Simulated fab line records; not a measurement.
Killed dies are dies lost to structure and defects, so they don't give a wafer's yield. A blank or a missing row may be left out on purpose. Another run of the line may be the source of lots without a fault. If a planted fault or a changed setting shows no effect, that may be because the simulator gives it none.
The same fault as seen by 3 desks ; flow n5Finfet ; each desk holds nothing but its own numbers, with what lay behind them at the end

AT THE TOOL OWNER'S DESK: rieDiel-01
The tool's own readings at N5_FIN_CUT_STRIP_24 (strips in CF4): means of the sampled wafers that have a number, for each lot that ran on this tool. The brackets show how far a lot's mean lies from the usual mean; more than 4 standard deviations puts the lot out of limits, marked OUT.
Columns: A = drypumpMotorCurrentA at N5_FIN_CUT_STRIP_24, usual 5.7 A; B = oesProductAu at N5_FIN_CUT_STRIP_24, usual 0.74 a.u.; C = powerW at N5_FIN_CUT_STRIP_24, usual 300.1 W; D = rfVppV at N5_FIN_CUT_STRIP_24, usual 271.2 V; E = showerheadPlenumPTorr at N5_FIN_CUT_STRIP_24, usual 1.80 Torr; F = throttleValvePct at N5_FIN_CUT_STRIP_24, usual 13.75 %
lot;first seen here;A;B;C;D;E;F
L283;day 2 15:58;5.4;0.77;300.5;272.3;1.85;13.68
L284;day 2 23:17;5.5;0.73;300.0;271.5;1.83;13.79
L289;day 4 05:56;5.5;0.73;300.2;272.3;1.83;13.82
L290;day 4 10:21;5.4;0.74;299.8;272.1;1.83;13.69
L291;day 4 16:50;5.5;0.73;300.3;271.4;1.82;13.93
L302;day 7 11:04;5.5;0.70;299.4;271.8;1.84;13.91
L304;day 7 20:32;5.4;0.74;300.9;270.5;1.82;13.97
This desk's finding: nothing out of limits on any of the 7 lots.

METROLOGY DESK
What the gauges read for every lot (on any tool): the sampled wafers with a number, averaged. The brackets show how far a lot's mean lies from the usual mean; more than 4 standard deviations puts the lot out of limits, marked OUT.
Columns: A = cdNm at N5_FIN_SAQP_CD_MEAS_37, usual 8.09 nm
lot;first seen here;A
L283;day 2 14:18;8.08
L284;day 2 22:11;7.88
L287;day 3 14:10;8.03
L289;day 4 04:46;7.73
L290;day 4 09:15;8.14
L291;day 4 15:44;8.04
L300;day 6 20:48;8.08
L301;day 7 04:16;7.89
L302;day 7 09:24;7.94
L304;day 7 19:34;8.21
This desk's finding: nothing out of limits on any of the 10 lots.

THE DEFECT DESK
For each lot, the counts of the inspections along the route, averaged over the sampled wafers that have a number. The brackets show how far a lot's mean lies from the usual mean; more than 4 standard deviations puts the lot out of limits, marked OUT.
Columns: A = rawDefectCount at N5_FIN_CUT_INSPECT_17, usual 223
lot;first seen here;A
L283;day 2 16:41;324
L284;day 2 23:54;195
L287;day 3 15:46;193
L289;day 4 06:41;199
L290;day 4 10:56;625 (+6.6) OUT
L291;day 4 17:20;580 (+5.8) OUT
L300;day 6 22:47;162
L301;day 7 05:44;190
L302;day 7 11:44;226
L304;day 7 21:02;262
Finding of this desk: L290, L291 out of limits; the first was L290 at day 4 10:56, on rawDefectCount at N5_FIN_CUT_INSPECT_17. L283, L284, L287, L289, L300, L301, L302, L304 stayed within limits.

PUT TOGETHER
The defect desk could have raised an alarm at day 4 10:56, on L290, L291.
Nothing out of limits was seen by the tool owner's desk.
Nothing out of limits was seen by the metrology desk.
Tool owner's desk: L290, L291 on record, inside its limits.
The metrology desk holds a record of L290, L291, inside its limits.
N5_FIN_CUT_STRIP_24 was run on rieDiel-01 by each of the lots named.

WHAT THE SIMULATOR HAD INSERTED
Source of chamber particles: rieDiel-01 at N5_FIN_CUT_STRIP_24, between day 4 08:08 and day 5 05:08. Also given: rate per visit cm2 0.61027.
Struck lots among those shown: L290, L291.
Hours from the fault's start to each desk's first reading out of limits: the defect desk, 3.
